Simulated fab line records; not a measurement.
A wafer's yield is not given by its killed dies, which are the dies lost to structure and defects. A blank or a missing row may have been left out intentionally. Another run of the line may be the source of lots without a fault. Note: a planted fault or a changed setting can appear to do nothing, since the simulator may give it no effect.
Matching of chambers | flow n5_finfet | N5_BEOL_M10_CURE_72 on uv_cure-02 has 3 sister chambers
The step cures SiCOH lowk, time 120 s. 22 wafers are shown with their chamber, then 11 later ones without.

== WAFERS WITH THEIR CHAMBER ==
wafer  | chamber | wafer_temp_C_max | lamp_power_pct (%)
L074.1 | 2       | 373.7            | 52.29
L074.4 | 2       | 372.8            | 52.26
L074.5 | 2       | 373.0            | 52.24
L076.1 | 0       | 370.9            | 52.24
L076.3 | 0       | 371.2            | 52.29
L076.5 | 0       | 371.1            | 52.29
L078.1 | 0       | 371.4            | 52.23
L078.4 | 0       | 371.3            | 52.28
L078.5 | 0       | 371.0            | 52.24
L083.1 | 2       | 373.7            | 52.26
L083.2 | 2       | 373.0            | 52.30
L083.5 | 2       | 372.8            | 52.22
L079.2 | 2       | 373.2            | 52.30
L079.4 | 2       | 372.4            | 52.34
L079.6 | 2       | 373.8            | 52.32
L080.1 | 0       | 371.4            | 52.35
L080.2 | 0       | 370.6            | 52.29
L080.5 | 0       | 371.1            | 52.33
L085.2 | 1       | 371.9            | 52.30
L085.5 | 1       | 372.3            | 52.36
L085.6 | 1       | 372.6            | 52.29
L086.1 | 1       | 372.0            | 52.33

SIGNATURES (averages over the wafers above)
reading          | chamber 0 | chamber 1 | chamber 2 | scatter within a chamber
wafer_temp_C_max | 371.111   | 372.200   | 373.156   | 0.378
lamp_power_pct   | 52.2822   | 52.3200   | 52.2811   | 0.0387
Rule: for each reading, subtract the chamber's mean from the wafer's reading, divide by that reading's scatter and square the result; add these up over the readings and take the root, which gives the wafer's distance from the chamber. The wafer belongs to the nearest chamber; if the next one is less than 2 further off, it can't be placed. The scatter: take each reading less its chamber's mean, square it, sum over the shown wafers, divide by the number of wafers less the number of chambers, and take the root.

== WAFERS WITHOUT THEIR CHAMBER ==
wafer  | wafer_temp_C_max | lamp_power_pct (%)
L086.3 | 372.3            | 52.32
L086.4 | 372.0            | 52.28
L090.1 | 371.3            | 52.28
L090.4 | 371.4            | 52.33
L090.5 | 371.2            | 52.25
L093.1 | 370.8            | 52.29
L093.4 | 371.5            | 52.36
L093.6 | 370.8            | 52.32
L094.1 | 372.3            | 52.23
L094.5 | 374.3            | 52.33
L094.6 | 372.8            | 52.24

== WHICH CHAMBER EACH ONE RAN IN ==
wafer  | from the rows above          | in truth
L086.3 | 1                            | 1
L086.4 | can't be placed: 1 or 0 or 2 | 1
L090.1 | 0                            | 0
L090.4 | can't be placed: 0 or 1      | 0
L090.5 | 0                            | 0
L093.1 | 0                            | 0
L093.4 | can't be placed: 1 or 0      | 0
L093.6 | 0                            | 0
L094.1 | can't be placed: 1 or 2 or 0 | 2
L094.5 | 2                            | 2
L094.6 | can't be placed: 2 or 1      | 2
Correct placement for 6 of the 11. Cannot be placed on the basis of these rows: 5; the candidates contain the true chamber in 5. Number placed wrongly: 0.
